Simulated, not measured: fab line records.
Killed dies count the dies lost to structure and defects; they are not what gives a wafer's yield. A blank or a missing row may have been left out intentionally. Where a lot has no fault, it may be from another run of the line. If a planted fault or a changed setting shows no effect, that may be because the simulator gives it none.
Which of the tools did it? + flow nand_harc + 66 wafers from 22 lots sampled at 2 of the route's 1302 steps

WHAT EACH GAUGE READ, for each wafer
NHARC_P_STI_INSPECT_25. Usual: raw_defect_count at 209, with a standard deviation of 86.
| lot  | measured     | on                | raw_defect_count | flag |
|------|--------------|-------------------|------------------|------|
| L074 | day 3 23:29  | defect_inspect-01 | 155 181 179      |      |
| L075 | day 4 14:23  | defect_inspect-01 | 229 214 220      |      |
| L076 | day 5 02:16  | defect_inspect-02 | 202 233 174      |      |
| L077 | day 5 02:16  | defect_inspect-01 | 171 144 159      |      |
| L079 | day 6 01:04  | defect_inspect-02 | 448 422 275      |      |
| L080 | day 6 14:53  | defect_inspect-02 | 311 256 210      |      |
| L081 | day 6 20:56  | defect_inspect-02 | 143 150 137      |      |
| L082 | day 7 12:29  | defect_inspect-02 | 229 429 258      |      |
| L083 | day 7 17:28  | defect_inspect-02 | 157 249 288      |      |
| L084 | day 8 08:22  | defect_inspect-02 | 283 159 376      |      |
| L085 | day 8 14:35  | defect_inspect-02 | 183 216 337      |      |
| L088 | day 10 03:08 | defect_inspect-01 | 155 152 147      |      |
| L086 | day 10 03:08 | defect_inspect-02 | 132 102 167      |      |
| L087 | day 10 03:08 | defect_inspect-01 | 146 263 358      |      |
| L089 | day 10 03:10 | defect_inspect-01 | 144 390 190      |      |
| L090 | day 10 22:29 | defect_inspect-01 | 265 167 217      |      |
| L091 | day 11 05:44 | defect_inspect-02 | 161 203 124      |      |
| L092 | day 11 15:44 | defect_inspect-02 | 220 117 166      |      |
| L094 | day 12 15:26 | defect_inspect-01 | 183 93 129       |      |
| L096 | day 13 00:15 | defect_inspect-02 | 274 137 224      |      |
| L095 | day 13 00:15 | defect_inspect-01 | 190 173 207      |      |
| L097 | day 13 13:24 | defect_inspect-02 | 148 84 231       |      |

NHARC_P_GATE_CD_MEAS_59: the cd target is 720 nm. Usual: cd_nm at 720.2 nm, with a standard deviation of 1.5.
| lot  | measured     | on        | cd_nm (nm)        | flag |
|------|--------------|-----------|-------------------|------|
| L074 | day 5 11:32  | cd_sem-03 | 723.6 722.9 723.1 |      |
| L075 | day 6 02:12  | cd_sem-02 | 718.6 719.0 720.9 |      |
| L076 | day 6 17:46  | cd_sem-03 | 721.5 722.1 721.2 |      |
| L077 | day 6 17:01  | cd_sem-02 | 716.4 719.3 718.8 |      |
| L079 | day 7 19:32  | cd_sem-02 | 719.4 719.8 719.2 |      |
| L080 | day 8 05:16  | cd_sem-03 | 720.6 720.3 719.6 |      |
| L081 | day 8 11:43  | cd_sem-03 | 721.9 721.9 722.5 |      |
| L082 | day 9 06:16  | cd_sem-02 | 721.3 720.0 719.8 |      |
| L083 | day 9 05:20  | cd_sem-01 | 719.9 721.6 718.7 |      |
| L084 | day 10 03:14 | cd_sem-02 | 719.6 719.5 718.9 |      |
| L085 | day 10 07:06 | cd_sem-01 | 721.6 722.9 720.7 |      |
| L088 | day 11 16:37 | cd_sem-02 | 722.8 721.3 721.2 |      |
| L086 | day 11 15:11 | cd_sem-03 | 720.2 721.9 720.8 |      |
| L087 | day 11 21:41 | cd_sem-03 | 719.5 719.4 718.1 |      |
| L089 | day 11 16:05 | cd_sem-03 | 721.5 721.3 720.8 |      |
| L090 | day 12 17:21 | cd_sem-01 | 719.1 718.8 720.2 |      |
| L091 | day 12 19:13 | cd_sem-03 | 720.0 720.2 719.3 |      |
| L092 | day 13 08:31 | cd_sem-03 | 720.2 721.4 722.2 |      |
| L094 | day 14 07:24 | cd_sem-01 | 721.2 719.6 720.9 |      |
| L096 | day 14 15:22 | cd_sem-02 | 719.7 719.4 721.5 |      |
| L095 | day 14 16:00 | cd_sem-03 | 717.8 717.6 719.1 |      |
| L097 | day 15 01:52 | cd_sem-03 | 719.5 720.6 719.0 |      |

WHICH TOOL RAN EACH LOT (tool, then ch and the chambers of the sampled wafers, then the start)
Before these readings, the record contains no process step.

AS READ BY THE TOOLS THEMSELVES (means over the sampled wafers that have a number; for cases with no such wafer, the mark the record gives instead)
The record holds no such reading with a usual standard deviation.

THE ANSWER, worked out from the rows above alone
Rule: take the mean of a lot's wafers that have a number; if it is more than 3 standard deviations from the usual mean, the lot is off. Also off: a lot with no number at a reading for which 4 or more lots have one. Any other lot the step has rows for is counted as sound. Order of review: gauges by route order, followed by the tools' own readings, for which a lot's mean as printed above is used. The first step at which some lot is off is used, and at that step the reading that is off furthest; a lot without a number counts as furthest.
No lot is off at any reading shown: from this, nothing can be told.

WHAT HAD BEEN PUT IN BY THE SIMULATOR
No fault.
